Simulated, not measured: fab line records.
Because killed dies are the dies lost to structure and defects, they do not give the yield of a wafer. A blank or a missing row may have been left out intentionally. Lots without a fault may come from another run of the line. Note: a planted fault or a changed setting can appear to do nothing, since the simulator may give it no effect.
A lot that was struck, set against a sound lot    flow nand harc    20 out of 1302 route steps
Sound: wafers L113.1, L113.5, L113.6. The struck wafers were L119.1, L119.2, L119.5. The cause is named last.
Order at every step that has rows: each side's tool, ch and its chambers, its first start. Under that, the readings that differ: sound wafers    struck wafers    difference of the means    sigmas: that difference in standard deviations of wafers without a fault.
alike: readings with means less than 2 such deviations apart, plus words and numbers identical on both sides. not compared: withheld readings, readings lacking a value on some wafer, bounds such as >300 that could conceal the same value, and numbers that have no deviation in the record and whose values overlap.
A row with sigmas, a row that says differs or no value, or rows on one side alone: a step with any of these is where the two part. Non-overlapping numbers with no deviation appear without sigmas and do not part them. Lack of a reading on every wafer of one side parts them only where that side has two or more wafers.

NHARC_P_GATE_ALD_36: deposits SiNx, target thk 20 nm, pulse time 60 s, ald cycles 223.
  sound on ald sin-04 ch 1,2, day 5 18:25; struck on ald sin-01 ch 1,3, day 8 01:02
  alike: heater power outer w, heater power w, precursor pulse height rel
NHARC_P_GATE_ETCHBACK_37: etches the open film in CHF3/O2, target depth 34.5 nm, time 17.2 s.
  sound: rie diel-03 ch 2,3; struck: rie diel-07 ch 1,2,3
reading                sound              struck             difference  sigmas
oes product au (a.u.)  1.02 1.02 1.01     0.94 0.93 0.94     -0.08       -2
rf vpp V (V)           369.1 368.2 367.8  372.2 374.5 370.1  +3.9        +2
  alike: drypump motor current A, rf fwd power W, showerhead plenum p Torr, throttle valve pct
  not compared: rf hours counter h
NHARC_P_GATE_STRIP_101: strips in O2, time 20 s.
  sound on rie diel-03 ch 0,1,2, day 6 04:04; struck on rie diel-07 ch 0,2,3, day 8 10:32
  alike: drypump motor current A, oes product au, rf vpp V, showerhead plenum p Torr, throttle valve pct
  not compared: rf hours counter h
then, 9 steps without rows for these wafers: NHARC_P_GATE_PRECLEAN_97 (cleans in SPM, time 600 s); NHARC_P_GATE_SRD_98; NHARC_P_GATE_PRECLEAN_99 (cleans in SC1); NHARC_P_GATE_SRD_100; NHARC_P_GATE_DEHYDRATE_38 (time 120 s); NHARC_P_GATE_HMDS_39 (time 30 s); NHARC_P_GATE_COAT_40; NHARC_P_GATE_SOFTBAKE_41 (time 95 s); NHARC_P_GATE_EBR_42.
NHARC_P_GATE_EXPOSE_43: exposes mask P NSD, target cd 720 nm.
  sound on krf scanner-04 ch 0, day 6 04:49; struck on krf scanner-04 ch 0, day 8 11:18
reading  sound                    struck                            difference  sigmas
mask     P_NSD#0 P_NSD#0 P_NSD#0  P_NSD_R1#0 P_NSD_R1#0 P_NSD_R1#0  differs     
  alike: stage vel mm s
then, 2 steps without rows for these wafers: NHARC_P_GATE_PEB_44 (peb time 85 s); NHARC_P_GATE_DEVELOP_45 (time 70 s).
NHARC_P_GATE_CD_MEAS_46: the cd target is 720 nm.
  sound on cd sem-02 ch 0, day 6 04:58; struck on cd sem-03 ch 0, day 8 11:28
reading     sound              struck             difference  sigmas
cd nm (nm)  719.8 719.5 722.6  710.2 710.4 710.0  -10.4       -7
then, 1 step without rows for these wafers: NHARC_P_GATE_HARDBAKE_47 (time 80 s).
NHARC_P_GATE_DESCUM_48: chemistry O2, time 3 s.
  sound on rie diel-01 ch 1,2, day 6 05:09; struck on rie diel-07 ch 1,3, day 8 11:37
reading                  sound              struck             difference  sigmas
model.P_GATE.cd nm (nm)  720.4 720.1 723.1  709.9 709.8 710.4  -11.2       
  alike: drypump motor current A, oes product au, rf vpp V, showerhead plenum p Torr, throttle valve pct
  not compared: rf hours counter h
following that, these wafers have no rows for 1 step: NHARC_P_GATE_IMPLANT_49.
-- record jumps: 19 days between struck wafers' starts before vs after; left off in module P_GATE, resumes in module END, first step shown is number 1302 of the route --
NHARC_END_SORT_01:
  only the struck wafers appear in the record here, on prober-02 ch 0 at day 27 18:48; the sound ones have no rows

## WHERE THEY PART
At NHARC_P_GATE_ETCHBACK_37 first; at NHARC_END_SORT_01 last (within this record only).

WHY: what the simulator had put in
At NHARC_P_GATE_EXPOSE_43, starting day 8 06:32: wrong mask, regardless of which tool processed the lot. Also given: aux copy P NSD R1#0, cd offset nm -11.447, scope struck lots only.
